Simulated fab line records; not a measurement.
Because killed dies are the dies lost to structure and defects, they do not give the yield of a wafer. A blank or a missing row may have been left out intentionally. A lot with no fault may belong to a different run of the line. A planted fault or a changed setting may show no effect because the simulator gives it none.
One fault seen from 2 desks    flow n5Finfet    every desk sees just its own numbers, and what lay behind them comes last

== FOR THE TOOL OWNER'S DESK: cvdCo-02 ==
The tool's own readings at N5_BEOL_M0_CVD_115 (deposits Co from CCTBA/H2, time 120 s): means of the sampled wafers that have a number, for each lot that ran on this tool. A lot is out of limits, marked OUT, if its mean lies more than 4 standard deviations from the usual mean; the brackets give that distance.
Columns: A = runLengthS at N5_BEOL_M0_CVD_115, usual 143.2 s
lot   first seen here  A
L616  day 6 23:47      142.9
L617  day 7 05:49      142.7
L627  day 9 10:57      143.8
L628  day 9 20:21      192.3 (+79) OUT
L629  day 10 01:00     167.8 (+40) OUT
Finding of this desk: L628, L629 out of limits; the first was L628 at day 9 20:21, on runLengthS at N5_BEOL_M0_CVD_115. In limits: L616, L617, L627.

== METROLOGY DESK ==
What the gauges read, lot by lot, whatever tool the lot ran on: means of the sampled wafers that have a number. A lot is out of limits, marked OUT, if its mean lies more than 4 standard deviations from the usual mean; the brackets give that distance. Shown here are 7 of its 10 readings, the ones lying furthest out on some lot.
Columns: A = DIBL_N at N5_BEOL_M4_RC_MEAS_101, usual 36.1 mV/V; B = IOFF_N at N5_BEOL_M4_RC_MEAS_101, usual 0.159 nA/um; C = ION_N at N5_BEOL_M4_RC_MEAS_101, usual 673 uA/um; D = ION_P at N5_BEOL_M4_RC_MEAS_101, usual 462 uA/um; E = SS_P at N5_BEOL_M4_RC_MEAS_101, usual 73.2 mV/dec; F = VT_N at N5_BEOL_M4_RC_MEAS_101, usual 249.7 mV; G = VT_P at N5_BEOL_M4_RC_MEAS_101, usual -250 mV
lot   first seen here  A     B      C    D    E     F      G
L616  day 8 17:10      37.9  0.160  668  452  73.5  251.5  -253
L617  day 8 23:52      36.6  0.166  675  466  73.4  248.0  -248
L622  day 10 11:17     37.2  0.160  675  464  73.2  249.1  -249
L627  day 11 15:17     38.6  0.191  685  460  73.9  248.2  -252
L628  day 11 15:35     36.2  0.170  686  470  73.1  247.8  -246
L629  day 12 12:33     36.2  0.189  686  465  72.9  246.0  -250
L614  day 13 19:43     35.2  0.162  678  473  73.7  249.6  -246
L633  day 13 21:15     36.2  0.173  676  460  72.5  249.5  -251
L634  day 15 05:43     35.5  0.165  675  470  72.8  247.4  -244
Result from this desk: across the 9 lots, nothing is out of limits.

== ALL TOGETHER ==
The tool owner's desk had the chance to raise an alarm at day 9 20:21 on L628, L629.
Metrology desk: nothing out of limits seen.
The metrology desk has L628, L629 on record, within its limits.
The lots listed all ran N5_BEOL_M0_CVD_115 on cvdCo-02.

== WHAT WAS PUT IN BY THE SIMULATOR ==
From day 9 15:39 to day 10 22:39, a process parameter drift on cvdCo-02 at N5_BEOL_M0_CVD_115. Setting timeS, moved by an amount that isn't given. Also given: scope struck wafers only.
Struck lots among those shown: L628, L629.
Hours from the fault's start to each desk's first reading out of limits: the tool owner's desk, 5.
